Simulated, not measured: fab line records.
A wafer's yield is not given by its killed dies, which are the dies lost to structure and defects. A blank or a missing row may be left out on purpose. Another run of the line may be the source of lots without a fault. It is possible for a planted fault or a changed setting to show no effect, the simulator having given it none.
Chamber matching	flow n5Finfet	N5_BEOL_M15_ETCH_57 on rieDiel-03 has 4 sister chambers
The step etches SOC in N2/H2, time 750 s. 4 wafers are shown with their chamber, then 10 later ones without.

== EACH WAFER AND ITS CHAMBER ==
wafer	chamber	drypumpMotorCurrentA (A)
L085.5	1	6.0
L085.6	0	4.9
L084.2	3	6.3
L084.5	2	6.1

== WAFERS WHOSE CHAMBER IS MISSING ==
wafer	drypumpMotorCurrentA (A)
L084.6	6.3
L092.3	6.2
L092.5	6.0
L092.6	6.2
L094.3	6.0
L094.5	6.3
L094.6	6.2
L096.1	6.3
L096.2	6.1
L096.5	6.0

== EACH ONE'S CHAMBER ==
wafer	from the rows above	in truth
L084.6	3	3
L092.3	can't be placed: 3 or 2 or 1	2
L092.5	can't be placed: 1 or 2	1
L092.6	can't be placed: 3 or 2 or 1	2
L094.3	can't be placed: 1 or 2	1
L094.5	3	3
L094.6	can't be placed: 3 or 2 or 1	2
L096.1	3	3
L096.2	can't be placed: 2 or 1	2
L096.5	can't be placed: 1 or 2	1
Correct placement for 3 of the 10. Unplaceable from these rows: 7, with the true chamber sitting among the candidates in 7. Number placed wrongly: 0.
How it was worked out, from the rows above alone: a wafer's distance from a chamber is the root of the sum, over the readings, of the square of ((its reading less the chamber's mean) divided by the reading's scatter). The wafer belongs to the nearest chamber; if the next one is less than 2 further off, it can't be placed. For every chamber, the mean is computed from those of its wafers that are shown. The scatter (one wafer shown for each chamber): square how far every hidden wafer sits from the nearest shown wafer, average those squares and take the square root.
